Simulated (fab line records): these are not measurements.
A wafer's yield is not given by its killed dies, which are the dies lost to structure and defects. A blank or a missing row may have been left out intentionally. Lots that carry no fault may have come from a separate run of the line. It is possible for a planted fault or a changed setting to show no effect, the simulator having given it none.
Split-lot experiment + flow n5Finfet + on a route of 1938 steps: 7 lots, 21 wafers read

THE SPLIT
At N5_BEOL_M5_ETCH_41 (etches SiCN in CH3F/O2, target depth 31.5 nm, time 56.7 s), the setting sourceW was moved away from the recipe's 395 W on 10 of the 21 wafers read, by -14.0% to +13.9%. For the rest of the wafers, this setting stayed at what the recipe calls for.

The reading is taken at the split's own step.

THE READING
rfVppV, in V, at N5_BEOL_M5_ETCH_41 (etches SiCN in CH3F/O2, target depth 31.5 nm, time 56.7 s). Fault-free wafers of this fab line usually give 297.8 V, standard deviation 1.4 V.

| wafer  | tool, chamber at the split | sourceW as run, W | against the recipe | rfVppV, V | against lot-mates on the recipe |
|--------|----------------------------|-------------------|--------------------|-----------|---------------------------------|
| L074.1 | rieDiel-02, 0              | 395               | recipe             | 298.6     | -                               |
| L074.3 | rieDiel-02, 2              | 395               | recipe             | 296.1     | -                               |
| L074.5 | rieDiel-02, 1              | 395               | recipe             | 298.8     | -                               |
| L077.1 | rieDiel-05, 3              | 395               | recipe             | 299.6     | -                               |
| L077.2 | rieDiel-05, 1              | 395               | recipe             | 296.5     | -                               |
| L077.4 | rieDiel-05, 0              | 339.8             | -14.0%             | 310.1     | +12.1                           |
| L076.1 | rieDiel-02, 2              | 442.3             | +12.0%             | 283.7     | -13.9                           |
| L076.4 | rieDiel-02, 3              | 395               | recipe             | 297.6     | -                               |
| L076.6 | rieDiel-02, 2              | 442.3             | +12.0%             | 284.6     | -13.0                           |
| L079.1 | rieDiel-05, 3              | 450.1             | +13.9%             | 285.9     | no lot-mate on the recipe       |
| L079.2 | rieDiel-05, 2              | 450.1             | +13.9%             | 285.5     | no lot-mate on the recipe       |
| L079.6 | rieDiel-05, 3              | 450.1             | +13.9%             | 286.2     | no lot-mate on the recipe       |
| L083.1 | rieDiel-05, 3              | 370.1             | -6.3%              | 306.3     | +10.8                           |
| L083.2 | rieDiel-05, 2              | 395               | recipe             | 295.5     | -                               |
| L083.5 | rieDiel-05, 0              | 370.1             | -6.3%              | 302.3     | +6.8                            |
| L086.2 | rieDiel-02, 3              | 395               | recipe             | 298.2     | -                               |
| L086.3 | rieDiel-02, 0              | 395               | recipe             | 298.8     | -                               |
| L086.6 | rieDiel-02, 1              | 395               | recipe             | 299.1     | -                               |
| L087.1 | rieDiel-05, 1              | 365.1             | -7.6%              | 305.4     | +7.9                            |
| L087.3 | rieDiel-05, 2              | 395               | recipe             | 297.5     | -                               |
| L087.6 | rieDiel-05, 1              | 365.1             | -7.6%              | 305.9     | +8.4                            |

THE FIT
A straight line over all 21 wafers: rfVppV changes by -0.953 V for each +1% of sourceW; r = -0.98; the points scatter about the line by 1.5 V.
The same after taking each lot's own level away (the mean of its wafers on the recipe; 18 wafers): -1.07 V for each +1%; r = -0.98; scatter 1.5 V.
The reading moves by 15 V for the largest change in sourceW, on that fit.
From 295.50 to 298.70 V: that is the span of the lots' own levels, equal to 2.3 times the standard deviation above.
In other words, the slope is changed by the lot-to-lot level; the two fits disagree.
Check: with one of the wafers moved furthest among these (-14.0%) left out of the fit, the line predicts +16.3 V for it against its lot-mates. It came out at +12.1 V against them.
Tool readings at the split's step, against how far the setting was moved: rfVppV r = -0.98.

THE OTHER SPLITS THESE WAFERS WENT THROUGH
These wafers also went through other splits before the reading. Each is held against what the fit with the lots' levels taken away leaves over:
| other split on the same wafers  | wafers away from the commonest value | r with rfVppV (lot level and that fit taken away) |
|---------------------------------|--------------------------------------|---------------------------------------------------|
| N5_BEOL_M5_EXPOSE_08 doseMj     | 5                                    | +0.40                                             |
| N5_BEOL_M5_TRENCH_ETCH_37 timeS | 4                                    | +0.00                                             |

THE FILE'S OWN FIT
rfVppV changes by -1.03 V for each +1% of sourceW, r = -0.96.
